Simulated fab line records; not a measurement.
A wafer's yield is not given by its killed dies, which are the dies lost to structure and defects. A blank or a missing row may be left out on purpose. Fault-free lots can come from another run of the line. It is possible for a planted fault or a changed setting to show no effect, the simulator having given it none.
Matching of chambers / flow n5-finfet / N5_MOL_CONTACT_COAG_ETCHBACK_134 on rie-diel-05 has 4 sister chambers
The step etches SiO2 in CHF3, target depth 10 nm, time 6.7 s. 24 wafers are shown with their chamber, then 12 later ones without.

== WAFERS, EACH WITH ITS CHAMBER ==
wafer=L074.2; chamber=0; showerhead-plenum-p-Torr (Torr)=2.28; drypump-motor-current-A (A)=5.1; throttle-valve-pct (%)=18.54
wafer=L074.3; chamber=1; showerhead-plenum-p-Torr (Torr)=2.38; drypump-motor-current-A (A)=6.2; throttle-valve-pct (%)=18.92
wafer=L074.5; chamber=0; showerhead-plenum-p-Torr (Torr)=2.28; drypump-motor-current-A (A)=5.1; throttle-valve-pct (%)=18.54
wafer=L078.1; chamber=3; showerhead-plenum-p-Torr (Torr)=2.28; drypump-motor-current-A (A)=5.5; throttle-valve-pct (%)=18.70
wafer=L078.3; chamber=1; showerhead-plenum-p-Torr (Torr)=2.38; drypump-motor-current-A (A)=6.1; throttle-valve-pct (%)=18.92
wafer=L078.6; chamber=0; showerhead-plenum-p-Torr (Torr)=2.28; drypump-motor-current-A (A)=5.2; throttle-valve-pct (%)=18.53
wafer=L079.1; chamber=0; showerhead-plenum-p-Torr (Torr)=2.28; drypump-motor-current-A (A)=5.1; throttle-valve-pct (%)=18.57
wafer=L079.4; chamber=1; showerhead-plenum-p-Torr (Torr)=2.38; drypump-motor-current-A (A)=6.1; throttle-valve-pct (%)=18.92
wafer=L079.6; chamber=1; showerhead-plenum-p-Torr (Torr)=2.38; drypump-motor-current-A (A)=6.1; throttle-valve-pct (%)=18.93
wafer=L080.1; chamber=3; showerhead-plenum-p-Torr (Torr)=2.28; drypump-motor-current-A (A)=5.4; throttle-valve-pct (%)=18.72
wafer=L080.3; chamber=2; showerhead-plenum-p-Torr (Torr)=2.47; drypump-motor-current-A (A)=5.3; throttle-valve-pct (%)=18.87
wafer=L080.6; chamber=1; showerhead-plenum-p-Torr (Torr)=2.37; drypump-motor-current-A (A)=6.2; throttle-valve-pct (%)=18.94
wafer=L082.2; chamber=1; showerhead-plenum-p-Torr (Torr)=2.37; drypump-motor-current-A (A)=6.2; throttle-valve-pct (%)=18.95
wafer=L082.4; chamber=0; showerhead-plenum-p-Torr (Torr)=2.28; drypump-motor-current-A (A)=5.1; throttle-valve-pct (%)=18.56
wafer=L082.5; chamber=3; showerhead-plenum-p-Torr (Torr)=2.28; drypump-motor-current-A (A)=5.5; throttle-valve-pct (%)=18.74
wafer=L084.1; chamber=0; showerhead-plenum-p-Torr (Torr)=2.27; drypump-motor-current-A (A)=5.1; throttle-valve-pct (%)=18.57
wafer=L084.4; chamber=2; showerhead-plenum-p-Torr (Torr)=2.47; drypump-motor-current-A (A)=5.3; throttle-valve-pct (%)=18.89
wafer=L084.6; chamber=2; showerhead-plenum-p-Torr (Torr)=2.47; drypump-motor-current-A (A)=5.3; throttle-valve-pct (%)=18.88
wafer=L085.1; chamber=3; showerhead-plenum-p-Torr (Torr)=2.28; drypump-motor-current-A (A)=5.5; throttle-valve-pct (%)=18.76
wafer=L085.2; chamber=1; showerhead-plenum-p-Torr (Torr)=2.37; drypump-motor-current-A (A)=6.2; throttle-valve-pct (%)=18.95
wafer=L085.4; chamber=0; showerhead-plenum-p-Torr (Torr)=2.27; drypump-motor-current-A (A)=5.2; throttle-valve-pct (%)=18.58
wafer=L088.1; chamber=2; showerhead-plenum-p-Torr (Torr)=2.47; drypump-motor-current-A (A)=5.3; throttle-valve-pct (%)=18.90
wafer=L088.2; chamber=3; showerhead-plenum-p-Torr (Torr)=2.28; drypump-motor-current-A (A)=5.5; throttle-valve-pct (%)=18.76
wafer=L088.6; chamber=3; showerhead-plenum-p-Torr (Torr)=2.28; drypump-motor-current-A (A)=5.5; throttle-valve-pct (%)=18.75

SIGNATURES, as means of the wafers listed above
reading=showerhead-plenum-p-Torr; chamber 0=2.2771; chamber 1=2.3757; chamber 2=2.4700; chamber 3=2.2800; scatter within a chamber=0.00396
reading=drypump-motor-current-A; chamber 0=5.129; chamber 1=6.157; chamber 2=5.300; chamber 3=5.483; scatter within a chamber=0.0446
reading=throttle-valve-pct; chamber 0=18.5557; chamber 1=18.9329; chamber 2=18.8850; chamber 3=18.7383; scatter within a chamber=0.0183
Rule: a wafer's distance from a chamber is the root of the sum, over the readings, of the square of ((its reading less the chamber's mean) divided by the reading's scatter). If the next closest chamber is less than 2 further off than the closest, the wafer can't be placed; otherwise it belongs to the closest. How the scatter is found: for the shown wafers, subtract from each reading the mean of its chamber, square and add these, divide the total by (wafers less chambers), then take the root.

== WAFERS WHOSE CHAMBER IS MISSING ==
wafer=L089.1; showerhead-plenum-p-Torr (Torr)=2.47; drypump-motor-current-A (A)=5.3; throttle-valve-pct (%)=18.92
wafer=L089.2; showerhead-plenum-p-Torr (Torr)=2.27; drypump-motor-current-A (A)=5.1; throttle-valve-pct (%)=18.58
wafer=L089.6; showerhead-plenum-p-Torr (Torr)=2.47; drypump-motor-current-A (A)=5.3; throttle-valve-pct (%)=18.91
wafer=L090.1; showerhead-plenum-p-Torr (Torr)=2.27; drypump-motor-current-A (A)=5.5; throttle-valve-pct (%)=18.75
wafer=L090.3; showerhead-plenum-p-Torr (Torr)=2.27; drypump-motor-current-A (A)=5.2; throttle-valve-pct (%)=18.59
wafer=L090.5; showerhead-plenum-p-Torr (Torr)=2.28; drypump-motor-current-A (A)=5.4; throttle-valve-pct (%)=18.76
wafer=L091.1; showerhead-plenum-p-Torr (Torr)=2.37; drypump-motor-current-A (A)=6.2; throttle-valve-pct (%)=18.96
wafer=L091.4; showerhead-plenum-p-Torr (Torr)=2.27; drypump-motor-current-A (A)=5.1; throttle-valve-pct (%)=18.59
wafer=L091.5; showerhead-plenum-p-Torr (Torr)=2.27; drypump-motor-current-A (A)=5.5; throttle-valve-pct (%)=18.77
wafer=L097.1; showerhead-plenum-p-Torr (Torr)=2.46; drypump-motor-current-A (A)=5.3; throttle-valve-pct (%)=18.93
wafer=L097.4; showerhead-plenum-p-Torr (Torr)=2.46; drypump-motor-current-A (A)=5.3; throttle-valve-pct (%)=18.93
wafer=L097.6; showerhead-plenum-p-Torr (Torr)=2.36; drypump-motor-current-A (A)=6.1; throttle-valve-pct (%)=18.98

== CHAMBER TAKEN BY EACH ==
wafer=L089.1; from the rows above=2; in truth=2
wafer=L089.2; from the rows above=0; in truth=0
wafer=L089.6; from the rows above=2; in truth=2
wafer=L090.1; from the rows above=3; in truth=3
wafer=L090.3; from the rows above=0; in truth=0
wafer=L090.5; from the rows above=3; in truth=3
wafer=L091.1; from the rows above=1; in truth=1
wafer=L091.4; from the rows above=0; in truth=0
wafer=L091.5; from the rows above=3; in truth=3
wafer=L097.1; from the rows above=2; in truth=2
wafer=L097.4; from the rows above=2; in truth=2
wafer=L097.6; from the rows above=1; in truth=1
Correct placement for 12 of the 12. Can't be placed from these rows: 0. Wrongly placed: 0.
